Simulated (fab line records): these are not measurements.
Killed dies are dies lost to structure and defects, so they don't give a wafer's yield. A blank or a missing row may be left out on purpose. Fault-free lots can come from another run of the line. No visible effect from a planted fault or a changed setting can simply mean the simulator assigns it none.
Problem report, 8D (eight disciplines) form, completed by code    flow n5 finfet    the parts of the form that need people (team, actions taken, sign-off) are left out

## 1. THE ISSUE
Mean of bias w at N5_MIM_TOP_ETCH_ETCH_00: 136.4 W across 6 wafers in 2 lots; on wafers with no fault it is 126.1 W (standard deviation 0.33). Relative to the usual mean, that is a shift of +31 standard deviations.
The step: etches TiN in Cl2/BCl3, target depth 38.5 nm.
Earliest sighting: wafer L967.2 on rie metal-01 at day 14 20:26. The record has a number at this step for 34 wafers belonging to 12 lots. Rule for "out" (also "out of limits"): further than 4 standard deviations from the usual mean. The rest of the wafers with a number are treated as sound.

## 2. WHAT IT IS, WHAT IT ISN'T
question                     is                      is not
which readings at this step  bias w                  chamber pressure mTorr, drypump motor current A, oes product au, throttle valve pct
which lots                   L967, L969              L957, L959, L961, L962, L965, L966, L968, L974, L978, L979
which wafers of those lots   all that have a number  -
read on which tools          rie metal-01            rie metal-02, rie metal-03
when                         from day 14 20:26       up to then (19 sound wafers); but 9 sound wafers of L974, L978, L979 came after

## 3. WHAT RULES OUT EACH SUSPECT
Counting: a tool at any process step up to the reading remains a suspect when it ran all the lots that are out and ran no sound lot after the first of those.
- pvd sputter-02 at N5_BEOL_M15_PRE_CLEAN_42 (time 30 s): kept. Every lot that is out went through it, starting with L967 (day 14 15:01), and after that it ran no sound lot; the last sound lot it ran before then is L965 (day 14 07:18).
- rie metal-01 at N5_MIM_TOP_ETCH_ETCH_00 (etches TiN in Cl2/BCl3, target depth 38.5 nm): kept. Every lot that is out went through it, starting with L967 (day 14 20:26), and after that it ran no sound lot; the last sound lot it ran before then is L968 (day 14 14:53). On those wafers its own readings are out: bias w.
Remaining after the count are pvd sputter-02 at N5_BEOL_M15_PRE_CLEAN_42 and rie metal-01 at N5_MIM_TOP_ETCH_ETCH_00.

## 4. THE CAUSE (what the simulator had put in)
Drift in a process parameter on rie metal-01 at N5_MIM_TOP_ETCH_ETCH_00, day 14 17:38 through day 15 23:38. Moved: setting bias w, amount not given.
After counting, 2 suspects remain, this tool included.

## 5. THE CHAIN OF EFFECTS, in route order
Rows list readings where the struck wafers' mean (over those with a number) sits beyond 3 standard deviations from the usual. Readings are gone through only where the record gives a usual standard deviation; hours: the median, over the lots, of the time from a lot's start at the first step in this table giving one to that lot's start at this step; sigmas: the change measured in usual standard deviations.
hours  step                     reading  usual    on struck wafers  change  sigmas
0      N5_MIM_TOP_ETCH_ETCH_00  bias w   126.1 W  136.4             +10.3   +31
It contains these process steps:
- N5_MIM_TOP_ETCH_ETCH_00: etches TiN in Cl2/BCl3, target depth 38.5 nm.
Later measuring or inspecting steps at which every struck wafer that the step has a row for has a number for every such reading, and none has moved that far: N5_MIM_BOT_LITHO_OVL_MEAS_11.

## 6. WHAT WOULD HAVE CAUGHT IT SOONER
The fault began at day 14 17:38; the first out-of-limits reading in this record came at day 14 20:26, 3 hours later.
